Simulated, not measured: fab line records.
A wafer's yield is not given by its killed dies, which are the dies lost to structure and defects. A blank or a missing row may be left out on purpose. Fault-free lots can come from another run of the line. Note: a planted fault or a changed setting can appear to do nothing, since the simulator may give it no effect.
Chamber matching | flow n5 finfet | N5_BEOL_M9_DEP_56 on pecvd-01: 3 sister chambers
The step deposits SiCN from 3MS/NH3, target thk 15 nm, time 26.5 s. 16 wafers are shown with their chamber, then 8 later ones without.

## EACH WAFER AND ITS CHAMBER
wafer  | chamber | throttle valve pct (%) | showerhead plenum p Torr (Torr)
L076.2 | 1       | 9.8                    | 3.654
L076.5 | 2       | 8.5                    | 3.673
L076.6 | 1       | 10.2                   | 3.654
L077.2 | 0       | 8.9                    | 3.663
L077.5 | 0       | 9.1                    | 3.662
L077.6 | 2       | 8.3                    | 3.666
L084.3 | 1       | 9.9                    | 3.662
L084.4 | 0       | 9.3                    | 3.668
L084.5 | 1       | 10.5                   | 3.662
L087.2 | 0       | 9.1                    | 3.668
L087.3 | 2       | 8.3                    | 3.671
L087.6 | 0       | 9.3                    | 3.664
L088.1 | 0       | 9.1                    | 3.656
L088.2 | 2       | 8.3                    | 3.672
L088.4 | 1       | 9.9                    | 3.657
L091.1 | 0       | 9.1                    | 3.656

SIGNATURES, as means of the wafers listed above
reading                  | chamber 0 | chamber 1 | chamber 2 | scatter within a chamber
throttle valve pct       | 9.129     | 10.060    | 8.350     | 0.191
showerhead plenum p Torr | 3.66243   | 3.65780   | 3.67050   | 0.00431
Rule: for a wafer and a chamber, the distance is found by dividing, reading by reading, the gap between the wafer's reading and the chamber's mean by the reading's scatter, squaring, summing and taking the root. If the next closest chamber is less than 2 further off than the closest, the wafer can't be placed; otherwise it belongs to the closest. The scatter is the square root of a quotient: the sum, over the shown wafers, of each reading's squared deviation from its chamber's mean, divided by wafers minus chambers.

## WAFERS MISSING THEIR CHAMBER
wafer  | throttle valve pct (%) | showerhead plenum p Torr (Torr)
L091.3 | 8.5                    | 3.666
L091.4 | 8.3                    | 3.664
L092.2 | 8.7                    | 3.666
L092.4 | 8.2                    | 3.665
L092.6 | 9.2                    | 3.663
L095.1 | 8.4                    | 3.660
L095.2 | 10.1                   | 3.655
L095.4 | 10.0                   | 3.651

## EACH ONE'S CHAMBER
wafer  | from the rows above     | in truth
L091.3 | 2                       | 2
L091.4 | 2                       | 2
L092.2 | can't be placed: 2 or 0 | 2
L092.4 | 2                       | 2
L092.6 | 0                       | 0
L095.1 | can't be placed: 2 or 0 | 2
L095.2 | 1                       | 1
L095.4 | 1                       | 1
6 of 8 placed correctly. Not placeable from these rows: 2 (in 2, the candidates include the true chamber). Number placed wrongly: 0.
